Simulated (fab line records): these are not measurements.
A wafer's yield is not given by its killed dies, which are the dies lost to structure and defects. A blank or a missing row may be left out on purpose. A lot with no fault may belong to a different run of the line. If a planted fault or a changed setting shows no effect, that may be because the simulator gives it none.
Comparing a struck lot with a sound one / flow n5-finfet / 40 steps out of a route of 1938
Sound: wafers L947.1, L947.2, L947.5. The struck wafers were L943.2, L943.3, L943.5. The cause comes at the end.
Per side, at each step with rows, come the tool, then ch with its chambers, and then its first start. Under that, the readings that differ: sound wafers / struck wafers / difference of the means / sigmas: that difference in standard deviations of wafers without a fault.
alike: readings whose means differ by less than 2 such deviations, and words and numbers that are the same on both sides. not compared: withheld readings, readings that some wafer has no value for, bounds like >300 that may hide the same value, and numbers for which the record gives no deviation and whose values overlap.
A row with sigmas, a row that says differs or no value, or rows on one side alone: a step with any of these is where the two part. When numbers do not overlap yet have no deviation, they are printed without sigmas and do not part them. Lack of a reading on every wafer of one side parts them only where that side has two or more wafers.

first, 10 steps without rows for these wafers: N5_SDB_STRIP_22 (strips in N2/H2); N5_SDB_PRECLEAN_23 (cleans in dHF, time 30 s); N5_SDB_DUMMY_REMOVE_24 (chemistry TMAH, target poly-Si, stops on SiO2, target depth 142 nm, time 57 s, rinse time 30 s); N5_SDB_ETCH_25 (etches SiO2 in C4F6/O2, target depth 10 nm, time 3.3 s); N5_SDB_CUT_ETCH_26 (etches Si in HBr/Cl2/O2, target depth 129.6 nm, bt time 20 s, time 51.8 s); N5_SDB_PRECLEAN_38 (cleans in dHF, time 10 s); N5_SDB_PRECLEAN_39 (cleans in O3/DIW, time 45 s); N5_SDB_SRD_28 (time 30 s); N5_SDB_ALD_29 (deposits SiNx, target thk 30 nm, pulse time 1 s, ald cycles 600); N5_SDB_CMP_30 (polishes, stops on poly-Si, t overpolish 1.54 s, target thk 30 nm).
N5_DUMMY_REMOVAL_HM_STRIP_01: strips SiNx in CH3F/O2, stops on poly-Si, target depth 4 nm, time 6.8 s.
  sound on rie-diel-05 ch 0,1,2, day 9 17:50; struck on rie-diel-06 ch 1,2,3, day 8 15:05
  no value came back on the struck wafers for any of 8 readings (CH3F_flow_sccm (sccm), O2_flow_sccm (sccm) and others); on the sound wafers CH3F_flow_sccm (sccm) reads 30.02 30.03 29.98
reading=model.SiNx_of_SDB_ALD_29.thk-nm (nm); sound=29.2 29.4 29.2; struck=30 30 30; difference=+1; sigmas=
  not compared: rf-hours-counter-h
then, 3 steps without rows for these wafers: N5_DUMMY_REMOVAL_STRIP_10 (strips in N2/H2, time 40 s); N5_DUMMY_REMOVAL_PRECLEAN_07 (cleans in dHF, time 30 s); N5_DUMMY_REMOVAL_DUMMY_REMOVE_02 (chemistry TMAH, target poly-Si, stops on SiO2, target depth 142 nm, time 57 s, rinse time 30 s).
N5_DUMMY_REMOVAL_INSPECT_06: inspects for defects (brightfield).
  sound: defect-inspect-01 at day 9 18:02; struck: defect-inspect-02 at day 8 15:17
reading=raw-defect-count; sound=4 15 8; struck=161 128 145; difference=+136; sigmas=+27
then, 22 steps without rows for these wafers: N5_DUMMY_REMOVAL_PRECLEAN_08 (cleans in NF3:NH3, afs cycles 2, time 20 s, sublimation time 60 s); N5_DUMMY_REMOVAL_PRECLEAN_04 (cleans in DHF, time 37 s); N5_DUMMY_REMOVAL_SRD_05 (time 30 s); N5_HKMG_FIN_IL_REGROW_00 (material SiO2, chemistry O3, target thk 0.75 nm, time 30 s); N5_HKMG_FIN_HK_ALD_01 (deposits HfO2, target thk 1.6 nm, pulse time 3 s, purge time 3 s); N5_HKMG_FIN_HK_ANNEAL_02 (time 30 s); N5_HKMG_FIN_ALD_74 (deposits La2O3, target thk 0.5 nm, pulse time 6 s, co reactant pulse time 1 s); N5_HKMG_FIN_ALD_75 (deposits Al2O3, target thk 1 nm, co reactant pulse time 1 s); N5_HKMG_FIN_COAT_41 (time 60 s, resist thk 300 nm); N5_HKMG_FIN_COAT_42 (time 60 s, resist thk 35 nm); N5_HKMG_FIN_COAT_43 (resist thk 90 nm); N5_HKMG_FIN_EBR_45; N5_HKMG_FIN_SOFTBAKE_44 (time 60 s); N5_HKMG_FIN_EXPOSE_46 (exposes mask NDIPOLE); N5_HKMG_FIN_PEB_47 (peb time 60 s); N5_HKMG_FIN_DEVELOP_48 (develop time 30 s); N5_HKMG_FIN_DESCUM_53 (chemistry O2, time 7.9 s); N5_HKMG_FIN_ETCH_54 (etches SiARC in CF4, target depth 45.5 nm, time 75.8 s); N5_HKMG_FIN_ETCH_55 (etches SOC in N2/H2, target depth 240 nm, time 300 s); N5_HKMG_FIN_STRIP_56 (strips in N2/H2); N5_HKMG_FIN_STRIP_57 (strips in CF4); N5_HKMG_FIN_ETCH_58 (etches SOC in N2/H2, target depth 215.8 nm, time 741 s).
N5_GATE_CUT_ETCH_58: etches SiNx in CH3F/O2, target depth 17 nm, time 128.6 s.
  sound on rie-diel-06 ch 2,3, day 10 04:06; struck on rie-diel-03 ch 0,1, day 9 00:50
reading=model.SiNx_of_SDB_ALD_29.thk-nm (nm); sound=24.6 24.4 24.4; struck=25.2 25.2 25; difference=+0.7; sigmas=
  alike: drypump-motor-current-A, oes-product-au, rf-vpp-V, showerhead-plenum-p-Torr, throttle-valve-pct
  not compared: rf-hours-counter-h
-- a jump in the record: the struck wafers' starts before and after are 3 days apart (it breaks off in module GATE_CUT and resumes in module BEOL_M4, where the first step shown is number 1111 of the route) --
N5_BEOL_M4_RC_MEAS_101:
  sound on prober-02 ch 0, day 13 15:05; struck on prober-02 ch 0, day 12 10:14
  alike: DIBL_N, DIBL_P, IOFF_N, IOFF_P, ION_N, ION_P, SS_N, SS_P, VT_N, VT_P
-- a jump in the record: the struck wafers' starts before and after are 5 days apart (it breaks off in module BEOL_M4 and resumes in module PASSIVATION, where the first step shown is number 1936 of the route) --
N5_PASSIVATION_PROBE_49:
  the record has rows for the struck wafers here (prober-02, day 17 02:08) and none for the sound ones

== WHERE THEY PART ==
First at N5_DUMMY_REMOVAL_HM_STRIP_01; last, within this record, at N5_PASSIVATION_PROBE_49.

WHY: what had been put in by the simulator
Whole step skipped at N5_DUMMY_REMOVAL_HM_STRIP_01 on rie-diel-06, starting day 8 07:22. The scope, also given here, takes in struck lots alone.
